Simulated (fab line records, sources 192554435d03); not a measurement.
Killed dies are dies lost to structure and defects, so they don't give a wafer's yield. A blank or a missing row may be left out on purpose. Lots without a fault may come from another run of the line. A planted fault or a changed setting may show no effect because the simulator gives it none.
fab line records | flow n5_finfet
record lots=6 wafers=18 last_day=17
route steps=1938 shown BEOL_M7@1293 PASSIVATION@1936
lots that met no fault: from a run of the same line without faults
start_h: hours from the record's first day to the start of the lot's first wafer shown | wait_h: hours since the lot's step before | " the same as in the row above | L1.1+2: a row that stands for several wafers | - no value, or no start given | * or withheld: withheld | < > ~ a bound
route shown NAME@n: a module of which the file shows steps, and the number in the route of the first | usual: mean/standard deviation of fault-free wafers | same: alike in all rows | chamber/n: place in a boat | sites: the reading at each site | _std_site: their standard deviation | _edge_site: outer sites' mean less inner sites' | radius_mm: how far each site lies from the wafer's centre | mask NAME#n: copy n | behind: the tool/chamber that last shaped the wafer | hold: why the lot was held/for how many hours/how that ended | device: the transistor (n, p or np) that didn't switch | end of line: the same wafers' tests at the end of the route | a step without rows: its recipe alone | killed: dies lost to structure and defects at the first sort, not the wafer's yield | map: a wafer's dies, x killed, . not, _ none there
set.NAME: the setting as run; set.NAME@STEP: as run at that earlier step | model.NAME: the simulator's own value behind a step, which no gauge read
lots at some steps of the route; a table a step, a row a wafer
services: from which hour (start_h, from the record's first day; less than 0 if before it) a tool's chamber was out of use, for how many hours, and why
## steps
# step N5_BEOL_M7_EXPOSE_25
# recipe mask_id=V6 na=0.33 source_shape=annular sigma_inner=0.4 sigma_outer=0.8 polarization=unpolarized target_cd_nm=40 dose_mj=42.5
# step N5_BEOL_M7_PEB_26
# recipe peb_temp_c=100 peb_time_s=60 resist=CAR-EUV
# step N5_BEOL_M7_DEVELOP_27
# recipe develop_time_s=30 developer=TMAH resist=CAR-EUV rinse_liquid=surfactant_rinse dry=air_spin dev_temp_c=23
# step N5_BEOL_M7_CD_MEAS_28
# recipe target_cd_nm=40 landing_energy_ev=500 detector=se_inlens
# usual cd_nm=40.04/0.21
# columns lot.wafer tool chamber start_h wait_h cd_nm
L992.1 cd_sem-01 0 271.20 - 40.12
L992.2 " 0 " " 40.11
L992.5 " 0 " " 40.19
L997.3 cd_sem-01 0 292.12 - 40.01
L997.4 " 0 " " 39.83
L997.5 " 0 " " 40.15
L998.4 cd_sem-03 0 308.40 - 39.92
L998.5 " 0 " " 39.88
L998.6 " 0 " " 39.96
L101.3 cd_sem-02 0 319.23 - 40.36
L101.4 " 0 " " 40.28
L101.5 " 0 " " 40.54
L103.1 cd_sem-03 0 327.36 - 40.22
L103.3 " 0 " " 40.41
L103.4 " 0 " " 39.83
L104.1 cd_sem-01 0 331.64 - 40.23
L104.2 " 0 " " 39.96
L104.3 " 0 " " 40.11
# step N5_BEOL_M7_OVL_MEAS_29
# recipe points_per_wafer=522
# usual V6_OVL=0.3/0.65
# columns lot.wafer tool chamber start_h wait_h V6_OVL[nm]
L992.1 overlay-02 0 271.23 0.0 0.5
L992.2 " 0 " " 0.9
L992.5 " 0 " " -0.1
L997.3 overlay-01 0 292.16 0.0 0.1
L997.4 " 0 " " 0.2
L997.5 " 0 " " 0.1
L998.4 overlay-01 0 308.44 0.0 0.4
L998.5 " 0 " " 0.4
L998.6 " 0 " " 1.3
L101.3 overlay-01 0 319.27 0.0 0.5
L101.4 " 0 " " -0.2
L101.5 " 0 " " 0.2
L103.1 overlay-02 0 327.40 0.0 0.5
L103.3 " 0 " " 0.1
L103.4 " 0 " " -1.1
L104.1 overlay-01 0 331.67 0.0 1.1
L104.2 " 0 " " 0.4
L104.3 " 0 " " 1.7
# step N5_BEOL_M7_INSPECT_30
# recipe mode=adi inspect_instrument=brightfield
# usual raw_defect_count=467/100
# columns lot.wafer tool chamber start_h wait_h raw_defect_count
L992.1 defect_inspect-01 - 271.29 0.1 397
L992.2 " - " " 459
L992.5 " - " " 456
L997.3 defect_inspect-01 - 292.21 0.0 438
L997.4 " - " " 482
L997.5 " - " " 501
L998.4 defect_inspect-02 - 308.49 0.0 500
L998.5 " - " " 510
L998.6 " - " " 468
L101.3 defect_inspect-01 - 319.32 0.0 471
L101.4 " - " " 418
L101.5 " - " " 313
L103.1 defect_inspect-01 - 327.45 0.1 465
L103.3 " - " " 492
L103.4 " - " " 697
L104.1 defect_inspect-02 - 331.73 0.1 514
L104.2 " - " " 445
L104.3 " - " " 491
# step N5_BEOL_M7_DESCUM_33
# recipe chemistry=O2 time_s=7 source_power_w=50 bias_power_w=20 pressure_mtorr=20 rf_frequency_hz=2.712e+07 temp_c=40 resist=CAR-EUV o2_flow_sccm=225
# usual bias_power_w=20.00/0.06 drypump_motor_current_A=5.80/0.28 oes_product_au=0.77/0.092 rf_vpp_V=242.9/1.4 showerhead_plenum_p_Torr=2.08/0.056 throttle_valve_pct=20.54/0.22
# columns lot.wafer tool chamber start_h wait_h bias_power_w drypump_motor_current_A oes_product_au rf_hours_counter_h rf_vpp_V showerhead_plenum_p_Torr throttle_valve_pct
L992.1 rie_diel-02 1 271.32 0.0 20.00 5.90 0.69 237 244.6 2.06 20.78
L992.2 " 3 " " 19.97 5.58 0.98 8 243.5 2.14 20.25
L992.5 " 0 " " 19.96 6.09 0.73 - 241.9 2.08 20.74
L997.3 rie_diel-02 1 292.24 0.0 19.96 5.87 0.69 249 241.3 2.05 20.81
L997.4 " 1 " " 20.03 5.89 0.69 - 241.6 2.05 20.82
L997.5 " 2 " " 20.03 5.35 0.75 - 241.1 2.01 20.37
L998.4 rie_diel-06 1 308.52 0.0 19.95 5.94 0.91 26 241.9 2.15 20.17
L998.5 " 3 " " 20.03 6.14 0.77 - 241.0 2.02 20.63
L998.6 " 0 " " 19.97 5.82 0.91 - 243.4 2.14 20.49
L101.3 rie_diel-02 2 319.35 0.0 20.02 5.30 0.74 194 241.2 2.00 20.40
L101.4 " 3 " " 19.95 5.58 0.93 - 243.6 2.14 20.28
L101.5 " 0 " " 19.95 6.08 0.72 - 244.7 2.08 20.77
L103.1 rie_diel-02 3 327.50 0.0 20.00 5.59 0.91 26 245.6 2.14 20.29
L103.3 " 0 " " 20.05 6.08 0.71 214 243.5 2.07 20.78
L103.4 " 2 " " 20.03 5.32 0.72 197 241.1 2.00 20.42
L104.1 rie_diel-06 1 332.03 0.3 20.00 5.97 0.89 34 242.4 2.14 20.20
L104.2 " 3 " " 20.09 6.12 0.75 135 240.3 2.01 20.66
L104.3 " 0 " " 20.04 5.82 0.87 28 244.5 2.13 20.51
# step N5_BEOL_M7_ETCH_72
# recipe chemistry=N2/H2 target=underlayer target_depth_a=65 mask_material=CAR-EUV time_s=5.2 ion_energy_ev=200 pressure_mtorr=30 source_w=840 bias_w=150 n2_flow_sccm=200 h2_flow_sccm=200 ends=cleared
# usual drypump_motor_current_A=5.80/0.28 etch_rf_on_time_s=5.23/0.092 h2_flow_sccm=200.0/0.53 oes_product_au=0.66/0.076 rf_vpp_V=523.8/2.4 showerhead_plenum_p_Torr=2.53/0.069 throttle_valve_pct=17.94/0.23
# columns lot.wafer tool chamber start_h wait_h drypump_motor_current_A etch_rf_on_time_s h2_flow_sccm oes_product_au rf_hours_counter_h rf_vpp_V showerhead_plenum_p_Torr throttle_valve_pct
L992.1 rie_diel-02 1 271.36 0.0 5.89 5.22 200.5 0.58 237 521.5 2.50 18.18
L992.2 " 3 " " 5.62 5.15 200.2 0.82 8 526.4 2.60 17.65
L992.5 " 0 " " 6.10 5.37 200.5 0.63 - 522.8 2.53 18.14
L997.3 rie_diel-02 1 292.28 0.0 5.90 5.17 199.7 0.58 249 522.9 2.49 18.18
L997.4 " 1 " " 5.91 5.22 200.1 0.59 - 522.9 2.49 18.19
L997.5 " 2 " " 5.32 5.29 199.2 0.63 - 520.2 2.44 17.79
L998.4 rie_diel-06 1 308.55 0.0 5.97 5.06 200.8 0.77 26 525.2 2.60 17.47
L998.5 " 3 " " 6.12 5.38 200.3 0.65 - 520.6 2.44 18.02
L998.6 " 0 " " 5.86 5.24 200.2 0.76 - 524.9 2.59 17.76
L101.3 rie_diel-02 2 319.39 0.0 5.34 5.25 200.0 0.62 194 522.1 2.43 17.83
L101.4 " 3 " " 5.60 5.25 200.7 0.79 - 525.5 2.59 17.67
L101.5 " 0 " " 6.09 5.33 199.5 0.62 - 523.9 2.52 18.19
L103.1 rie_diel-02 3 327.54 0.0 5.59 5.29 200.4 0.76 26 524.9 2.59 17.67
L103.3 " 0 " " 6.10 5.41 201.0 0.61 214 524.9 2.52 18.18
L103.4 " 2 " " 5.34 5.31 200.5 0.62 197 520.8 2.43 17.82
L104.1 rie_diel-06 1 332.06 0.0 5.96 5.01 200.9 0.76 34 524.0 2.59 17.47
L104.2 " 3 " " 6.14 5.31 201.4 0.63 135 522.4 2.44 18.04
L104.3 " 0 " " 5.84 5.12 199.7 0.75 28 525.1 2.59 17.76
# step N5_BEOL_M7_ETCH_65
# recipe chemistry=CF4 target=SiARC target_depth_a=156 mask_material=CAR-EUV time_s=26 ion_energy_ev=80 pressure_mtorr=40 source_w=545 bias_w=36 Ar_flow_sccm=100 cf4_flow_sccm=100 ends=cleared
# usual drypump_motor_current_A=5.79/0.28 etch_rf_on_time_s=26.1/0.43 oes_product_au=0.66/0.077 rf_vpp_V=183.9/1.1 showerhead_plenum_p_Torr=2.13/0.056 throttle_valve_pct=15.72/0.25
# columns lot.wafer tool chamber start_h wait_h drypump_motor_current_A etch_rf_on_time_s oes_product_au rf_hours_counter_h rf_vpp_V showerhead_plenum_p_Torr throttle_valve_pct
L992.1 rie_diel-02 1 271.37 0.0 5.88 26.5 0.58 237 185.7 2.11 16.01
L992.2 " 3 " " 5.56 25.7 0.83 8 184.5 2.19 15.41
L992.5 " 0 " " 6.09 26.6 0.63 - 184.1 2.13 15.89
L997.3 rie_diel-02 1 292.29 0.0 5.89 26.0 0.59 249 185.2 2.11 16.03
L997.4 " 1 " " 5.90 26.2 0.59 - 182.8 2.11 16.04
L997.5 " 2 " " 5.29 26.1 0.64 - 183.3 2.05 15.51
L998.4 rie_diel-06 1 308.57 0.0 5.97 25.3 0.78 26 184.0 2.18 15.30
L998.5 " 3 " " 6.15 26.3 0.65 - 182.2 2.07 15.79
L998.6 " 0 " " 5.87 25.4 0.77 - 183.9 2.19 15.63
L101.3 rie_diel-02 2 319.41 0.0 5.31 26.0 0.62 194 183.6 2.04 15.53
L101.4 " 3 " " 5.59 25.8 0.78 - 184.1 2.18 15.43
L101.5 " 0 " " 6.08 26.4 0.62 - 183.1 2.13 15.95
L103.1 rie_diel-02 3 327.55 0.0 5.60 25.9 0.78 26 186.2 2.18 15.44
L103.3 " 0 " " 6.08 26.5 0.61 214 184.5 2.12 15.96
L103.4 " 2 " " 5.32 26.1 0.62 197 184.3 2.04 15.57
L104.1 rie_diel-06 1 332.08 0.0 5.95 25.3 0.76 34 185.0 2.18 15.29
L104.2 " 3 " " 6.13 26.5 0.65 135 183.9 2.06 15.81
L104.3 " 0 " " 5.81 25.9 0.75 28 184.8 2.18 15.64
# step N5_BEOL_M7_ETCH_66
# recipe chemistry=N2/H2 target=SOC target_depth_a=800 overetch_a=160 mask_material=SiARC temp_c=40 time_s=120 ion_energy_ev=200 pressure_mtorr=30 source_w=840 bias_w=150 n2_flow_sccm=200 h2_flow_sccm=200
# usual drypump_motor_current_A=5.80/0.28 h2_flow_sccm=200.0/0.62 oes_product_au=0.59/0.066 rf_vpp_V=523.5/2 showerhead_plenum_p_Torr=2.53/0.069 throttle_valve_pct=17.90/0.23
# columns lot.wafer tool chamber start_h wait_h drypump_motor_current_A h2_flow_sccm oes_product_au rf_hours_counter_h rf_vpp_V showerhead_plenum_p_Torr throttle_valve_pct
L992.1 rie_diel-02 1 271.40 0.0 5.89 200.0 0.53 237 524.0 2.50 18.14
L992.2 " 3 " " 5.59 199.8 0.73 8 525.0 2.60 17.61
L992.5 " 0 " " 6.09 199.7 0.57 - 522.6 2.53 18.09
L997.3 rie_diel-02 1 292.32 0.0 5.89 200.4 0.53 249 522.7 2.49 18.18
L997.4 " 1 " " 5.89 199.4 0.53 - 522.3 2.49 18.15
L997.5 " 2 " " 5.33 200.0 0.57 - 520.8 2.44 17.77
L998.4 rie_diel-06 1 308.60 0.0 5.98 199.8 0.69 26 525.5 2.60 17.45
L998.5 " 3 " " 6.19 199.0 0.59 - 520.4 2.44 18.01
L998.6 " 0 " " 5.86 199.8 0.68 - 524.3 2.59 17.71
L101.3 rie_diel-02 2 319.43 0.0 5.30 199.9 0.56 194 519.7 2.43 17.78
L101.4 " 3 " " 5.60 200.4 0.70 - 525.0 2.59 17.64
L101.5 " 0 " " 6.10 200.1 0.56 - 524.5 2.52 18.15
L103.1 rie_diel-02 3 327.58 0.0 5.59 198.9 0.69 26 524.6 2.59 17.63
L103.3 " 0 " " 6.10 200.2 0.55 214 523.6 2.51 18.14
L103.4 " 2 " " 5.26 200.8 0.56 197 519.4 2.43 17.79
L104.1 rie_diel-06 1 332.11 0.0 5.99 200.3 0.67 34 525.4 2.59 17.44
L104.2 " 3 " " 6.13 200.6 0.58 135 520.5 2.44 18.00
L104.3 " 0 " " 5.85 200.9 0.68 28 525.0 2.59 17.72
# step N5_BEOL_M7_STRIP_69
# recipe chemistry=N2/H2 temp_c=40 n2_flow_sccm=200 h2_flow_sccm=200 rf_frequency_hz=6e+07
# step N5_BEOL_M7_STRIP_73
# recipe chemistry=N2/H2 temp_c=40 n2_flow_sccm=200 h2_flow_sccm=200 rf_frequency_hz=6e+07
# step N5_BEOL_M7_VIA_ETCH_34
# recipe chemistry=C4F6/O2 target=SiCOH_lowk target_depth_a=1255 mask_material=SOC taper_deg=4 time_s=50.5 ion_energy_ev=250 pressure_mtorr=30 source_w=345 bias_w=185 Ar_flow_sccm=300 C4F6_flow_sccm=10 O2_flow_sccm=10
# usual drypump_motor_current_A=5.80/0.28 oes_ar_750_au=0.77/0.084 oes_product_au=0.77/0.091 rf_vpp_V=667/5.3 showerhead_plenum_p_Torr=2.83/0.074 throttle_valve_pct=20.98/0.24
# columns lot.wafer tool chamber start_h wait_h drypump_motor_current_A oes_ar_750_au oes_product_au rf_hours_counter_h rf_vpp_V showerhead_plenum_p_Torr throttle_valve_pct model.etch.depth_nm model.SOC_of_BEOL_M7_COAT_63.thk_nm model.BEOL_M7.cd_nm
L992.1 rie_diel-02 1 271.50 0.0 5.90 0.70 0.68 237 669 2.80 21.24 122.7 54.4 39.6
L992.2 " 3 " " 5.59 0.95 0.96 8 660 2.90 20.71 125.4 53.8 39.8
L992.5 " 0 " " 6.07 0.74 0.73 - 668 2.84 21.19 121.5 54.2 39.8
L997.3 rie_diel-02 1 292.42 0.0 5.90 0.69 0.68 249 667 2.80 21.29 123.8 54.2 40
L997.4 " 1 " " 5.89 0.70 0.69 - 669 2.80 21.27 124.2 54.2 39.8
L997.5 " 2 " " 5.29 0.75 0.74 - 660 2.72 20.75 125.2 54 39.8
L998.4 rie_diel-06 1 308.70 0.0 5.96 0.90 0.91 26 679 2.90 20.56 128.2 54 39.8
L998.5 " 3 " " 6.16 0.76 0.76 - 672 2.74 21.08 123 54.4 40
L998.6 " 0 " " 5.84 0.89 0.90 - 669 2.90 20.93 125.5 54.4 39.8
L101.3 rie_diel-02 2 319.53 0.0 5.31 0.73 0.93 194 661 2.72 20.85 180.4 51.2 41
L101.4 " 3 " " 5.61 0.92 0.92 - 661 2.90 20.74 125.5 54 40.6
L101.5 " 0 " " 6.08 0.73 0.91 - 667 2.83 21.30 177.7 51.4 40.8
L103.1 rie_diel-02 3 327.68 0.0 5.58 0.91 0.91 26 660 2.90 20.74 124.9 53.8 40
L103.3 " 0 " " 6.08 0.73 0.91 214 666 2.82 21.31 177.9 51.2 40.2
L103.4 " 2 " " 5.32 0.74 0.72 198 660 2.72 20.76 123.8 53.8 39.8
L104.1 rie_diel-06 1 332.21 0.0 5.97 0.88 0.90 34 678 2.90 20.58 129.2 53.6 40.2
L104.2 " 3 " " 6.19 0.76 0.77 135 672 2.74 21.10 124.7 53.8 40
L104.3 " 0 " " 5.84 0.87 0.89 28 670 2.89 20.92 127.2 53.8 40.2
# step N5_BEOL_M7_STRIP_76
# recipe chemistry=C4F6/O2 resist=SiARC rf_frequency_hz=6e+07
# step N5_PASSIVATION_PROBE_49
# usual defect_limited_yield=91.0/1.5 killed_at_M0_to_M3=36/12 killed_at_M4_up=14/5.5 killed_at_contacts=11/4.8 killed_at_front_end=42/12 killed_at_other=3.7/2.7 killed_dies=106/18 killed_open=70/13 killed_short=35/8.2 sort_bin_5_function=5.3/1 sort_bin_6_memory=3.3/0.69 sort_n_pass=1074/18 sort_yield_pct=91.0/1.5
# same gross_dies=1180 killed_at_back_side=0 sort_bin_4_leakage[%]=0 sort_bin_8_speed[%]=0
# columns lot.wafer tool chamber start_h wait_h defect_limited_yield[%] killed_at_M0_to_M3 killed_at_M4_up killed_at_contacts killed_at_front_end killed_at_other killed_dies killed_open killed_short sort_bin_5_function[%] sort_bin_6_memory[%] sort_n_pass sort_yield_pct[%]
L992.1 prober-02 - 348.11 0.4 92.3 20 10 15 38 8 91 58 33 4.7 3.1 1089 92.3
L992.2 prober-02 - 348.16 0.5 92.4 21 23 5 36 5 90 69 21 4.5 3.1 1090 92.4
L992.5 prober-02 - 348.31 0.6 93.4 25 16 4 31 2 78 52 25 4.7 1.8 1102 93.4
L997.3 prober-02 - 361.77 0.1 90.8 42 10 9 43 4 108 70 35 6.3 2.4 1072 90.8
L997.4 prober-02 - 361.82 0.2 89.7 40 15 5 58 3 121 83 38 6.9 2.9 1059 89.7
L997.5 prober-02 - 361.87 0.2 88.3 45 19 11 59 4 138 91 45 7.2 4.1 1042 88.3
L998.4 prober-02 - 382.41 0.2 90.9 21 20 10 54 2 107 77 29 4.7 4.2 1073 90.9
L998.5 prober-02 - 382.46 0.2 91.6 22 21 7 48 1 99 72 26 4.6 3.6 1081 91.6
L998.6 prober-02 - 382.51 0.3 88.6 24 30 13 60 7 134 97 35 6.8 4.2 1046 88.6
L101.3 prober-01 - 401.35 0.1 89.3 46 10 2 65 3 126 75 50 5.7 4.4 1054 89.3
L101.4 prober-01 - 401.40 0.2 89.6 56 7 13 46 1 123 83 40 6.4 4.0 1057 89.6
L101.5 prober-01 - 401.45 0.2 88.5 52 10 8 64 2 136 89 46 6.2 4.9 1044 88.5
L104.1 prober-01 - 413.45 0.0 93.4 23 11 12 29 3 78 52 24 3.6 2.5 1102 93.4
L104.2 prober-01 - 413.50 0.1 92.5 29 11 17 30 2 89 59 27 4.7 2.7 1091 92.5
L104.3 prober-01 - 413.55 0.1 93.1 35 11 4 25 7 82 55 23 4.4 2.1 1098 93.1
# killed by level:class
L992.1 MOL_CONTACT_COAG:geometric_particle:open=13 STI_FIN_REVEAL:geometric_particle:open=8 GATE_CUT:geometric_particle:short=8 BEOL_M0_SAQP:geometric_particle:open=6 DUMMY_GATE:geometric_particle:open=4 BEOL_M0_SAQP:geometric_particle:short=4 BEOL_M1:geometric_particle:open=4 DUMMY_GATE:geometric_particle:short=3
L992.2 BEOL_M4:geometric_particle:open=17 STI_FIN_REVEAL:geometric_particle:open=13 FIN_SAQP:geometric_particle:open=8 BEOL_M0_SAQP:geometric_particle:open=7 BEOL_M1:geometric_particle:open=6 BEOL_M0_SAQP:geometric_particle:short=5 FIN_SAQP:geometric_particle:short=4 MOL_CONTACT_COAG:geometric_particle:open=4
L992.5 STI_FIN_REVEAL:geometric_particle:open=10 BEOL_M4:geometric_particle:open=8 BEOL_M0_SAQP:geometric_particle:short=7 FIN_SAQP:geometric_particle:open=6 BEOL_M1:geometric_particle:open=5 BEOL_M0_SAQP:geometric_particle:open=4 STARTING-WAFER:geometric_particle:short=4 MOL_CONTACT_COAG:geometric_particle:open=3
L997.3 FIN_SAQP:geometric_particle:open=12 BEOL_M0_SAQP:geometric_particle:short=11 BEOL_M2:geometric_particle:open=10 FIN_SAQP:geometric_particle:short=9 MOL_CONTACT_COAG:geometric_particle:open=9 BEOL_M1:geometric_particle:open=8 BEOL_M4:geometric_particle:open=6 DUMMY_GATE:geometric_particle:open=5
L997.4 FIN_SAQP:geometric_particle:open=11 STI_FIN_REVEAL:geometric_particle:open=11 BEOL_M2:geometric_particle:open=11 FIN_SAQP:geometric_particle:short=10 BEOL_M0_SAQP:geometric_particle:open=10 DUMMY_GATE:geometric_particle:open=9 BEOL_M0_SAQP:geometric_particle:short=6 BEOL_M4:geometric_particle:open=6
L997.5 FIN_SAQP:geometric_particle:open=21 FIN_SAQP:geometric_particle:short=10 BEOL_M0_SAQP:geometric_particle:open=10 MOL_CONTACT_COAG:geometric_particle:open=9 BEOL_M0_SAQP:geometric_particle:short=9 BEOL_M4:geometric_particle:open=7 STI_FIN_REVEAL:geometric_particle:open=7 BEOL_M2:geometric_particle:open=7
L998.4 FIN_SAQP:geometric_particle:open=17 STI_FIN_REVEAL:geometric_particle:open=9 FIN_SAQP:geometric_particle:short=7 MOL_CONTACT_COAG:geometric_particle:open=7 BEOL_M5:geometric_particle:open=7 BEOL_M0_SAQP:geometric_particle:short=6 BEOL_M4:geometric_particle:open=5 BEOL_M2:geometric_particle:open=4
L998.5 STI_FIN_REVEAL:geometric_particle:open=18 BEOL_M4:geometric_particle:open=12 FIN_SAQP:geometric_particle:open=8 BEOL_M0_SAQP:geometric_particle:open=7 FIN_SAQP:geometric_particle:short=5 DUMMY_GATE:geometric_particle:open=5 MOL_CONTACT_COAG:geometric_particle:open=5 BEOL_M2:geometric_particle:open=4
L998.6 FIN_SAQP:geometric_particle:open=18 BEOL_M4:geometric_particle:open=14 MOL_CONTACT_COAG:geometric_particle:open=12 STI_FIN_REVEAL:geometric_particle:open=11 FIN_SAQP:geometric_particle:short=9 BEOL_M0_SAQP:geometric_particle:open=9 DUMMY_GATE:geometric_particle:open=8 BEOL_M0_SAQP:geometric_particle:short=4
L101.3 STI_FIN_REVEAL:geometric_particle:open=19 FIN_SAQP:geometric_particle:open=16 BEOL_M0_SAQP:geometric_particle:short=11 BEOL_M3:geometric_particle:open=9 FIN_SAQP:geometric_particle:short=8 BEOL_M0_SAQP:geometric_particle:open=8 BEOL_M1:geometric_particle:short=6 STI_FIN_REVEAL:geometric_particle:short=5
L101.4 BEOL_M2:geometric_particle:open=18 FIN_SAQP:geometric_particle:open=13 STI_FIN_REVEAL:geometric_particle:open=13 BEOL_M0_SAQP:geometric_particle:short=12 BEOL_M1:geometric_particle:open=10 FIN_SAQP:geometric_particle:short=9 MOL_CONTACT_COAG:geometric_particle:open=9 BEOL_M0_SAQP:geometric_particle:open=7
L101.5 STI_FIN_REVEAL:geometric_particle:open=19 FIN_SAQP:geometric_particle:short=12 BEOL_M0_SAQP:geometric_particle:open=12 BEOL_M1:geometric_particle:open=8 BEOL_M3:geometric_particle:open=8 DUMMY_GATE:geometric_particle:open=7 BEOL_M0_SAQP:geometric_particle:short=7 MOL_CONTACT_COAG:geometric_particle:open=6
L104.1 MOL_CONTACT_COAG:geometric_particle:open=10 BEOL_M0_SAQP:geometric_particle:short=10 STARTING-WAFER:geometric_particle:open=8 DUMMY_GATE:geometric_particle:open=4 GATE_CUT:geometric_particle:open=4 BEOL_M2:geometric_particle:open=4 BEOL_M3:geometric_particle:open=4 BEOL_M4:geometric_particle:open=4
L104.2 MOL_CONTACT_COAG:geometric_particle:open=14 BEOL_M3:geometric_particle:open=8 STI_FIN_REVEAL:geometric_particle:open=7 BEOL_M0_SAQP:geometric_particle:open=6 DUMMY_GATE:geometric_particle:open=4 BEOL_M0_SAQP:geometric_particle:short=4 BEOL_M1:geometric_particle:open=4 FIN_SAQP:geometric_particle:open=3
L104.3 BEOL_M3:geometric_particle:open=10 BEOL_M0:geometric_particle:open=8 BEOL_M2:geometric_particle:open=8 MOL_CONTACT_COAG:geometric_particle:open=4 MIM_TOP_ETCH:geometric_particle:open=4 FIN_SAQP:geometric_particle:short=3 STI_FIN_REVEAL:geometric_particle:open=3 DUMMY_GATE:geometric_particle:open=3
## services
# columns tool chamber start_h hours kind
rie_diel-02 3 286.50 12.4 repair
rie_diel-02 1 298.96 - clean
rie_diel-02 1 298.96 - consumable_replace:focus_ring
rie_diel-02 1 298.96 24.0 scheduled_down
rie_diel-02 1 298.96 24.0 vent_cycle
rie_diel-06 2 315.03 5.0 repair
## key
first_sign none at tools or gauges
model_effect step=N5_BEOL_M7_VIA_ETCH_34 value=etch.depth_nm without=123.1 struck=178.7
met_at N5_BEOL_M7_VIA_ETCH_34
struck_wafers L101.3,L101.5,L103.3
onset_between 292.42 319.53
fault kind=process_parameter_drift tool=rie_diel-02 chamber=- onset_h=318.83 steps=N5_BEOL_M7_VIA_ETCH_34 channel=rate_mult offset=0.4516 shape=step end_h=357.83 scope=struck_wafers_only
